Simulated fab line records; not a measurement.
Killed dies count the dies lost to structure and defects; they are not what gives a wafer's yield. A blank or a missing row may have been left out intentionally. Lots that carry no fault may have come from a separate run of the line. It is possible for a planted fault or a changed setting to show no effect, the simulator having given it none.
Which of the tools did it? -- flow n5-finfet -- 11 lots, 33 wafers sampled, at 2 steps of a route of 1938

## WHAT THE GAUGES SHOWED, per wafer
N5_BEOL_M9_THK_MEAS_53: measures by xrf.
lot,measured,on,M9_THK (nm)
L545,day 12 13:56,film-metro-01,138.9 139.1 136.8
L546,day 12 21:16,film-metro-01,143.0 143.7 145.1
L544,day 12 21:43,film-metro-02,143.1 140.5 145.6
L548,day 13 17:53,film-metro-01,141.8 138.3 138.8
L551,day 13 22:37,film-metro-01,141.9 139.5 143.1
L552,day 14 00:52,film-metro-01,141.1 137.9 138.4
L560,day 16 13:38,film-metro-01,139.1 139.0 140.9
L559,day 16 22:50,film-metro-01,140.2 138.1 140.6
L564,day 17 16:48,film-metro-01,139.3 139.0 141.9
L565,day 18 08:17,film-metro-02,141.5 139.8 141.8
L562,day 18 13:09,film-metro-02,138.1 142.7 142.1

## TOOL THAT RAN EACH LOT (tool first, then ch and the chambers of the sampled wafers, then the start)
lot,N5_BEOL_M9_PRE_CLEAN_45
L545,"pvd-sputter-01, day 12 12:06"
L546,"pvd-sputter-03, day 12 18:47"
L544,"pvd-sputter-03, day 12 19:43"
L548,"pvd-sputter-02, day 13 15:29"
L551,"pvd-sputter-03, day 13 20:51"
L552,"pvd-sputter-02, day 13 23:29"
L560,"pvd-sputter-01, day 16 12:05"
L559,"pvd-sputter-02, day 16 19:53"
L564,"pvd-sputter-02, day 17 15:24"
L565,"pvd-sputter-01, day 18 05:59"
L562,"pvd-sputter-01, day 18 11:11"
- N5_BEOL_M9_PRE_CLEAN_45: time 30 s.

## THE ANSWER, worked out from the rows above alone
Rule: what is usual is taken from the lots themselves. The widest of any qualifying gaps counts: lots, ordered by their means at a reading, are off when they make up no more than a third of the lots, leave a main group of 4 or more, and stand apart from it by 3 or more times the standard deviation of that group's means. The tables above print the reading to a certain number of digits; a main group whose means all agree to those digits is not used. Also off: a lot with no number at a reading for which 4 or more lots have one. Where the step has rows for the other lots, those lots are counted as sound.
Across all readings shown, no lot is off: no conclusion can be drawn from this.

## WHAT THE SIMULATOR PUT IN
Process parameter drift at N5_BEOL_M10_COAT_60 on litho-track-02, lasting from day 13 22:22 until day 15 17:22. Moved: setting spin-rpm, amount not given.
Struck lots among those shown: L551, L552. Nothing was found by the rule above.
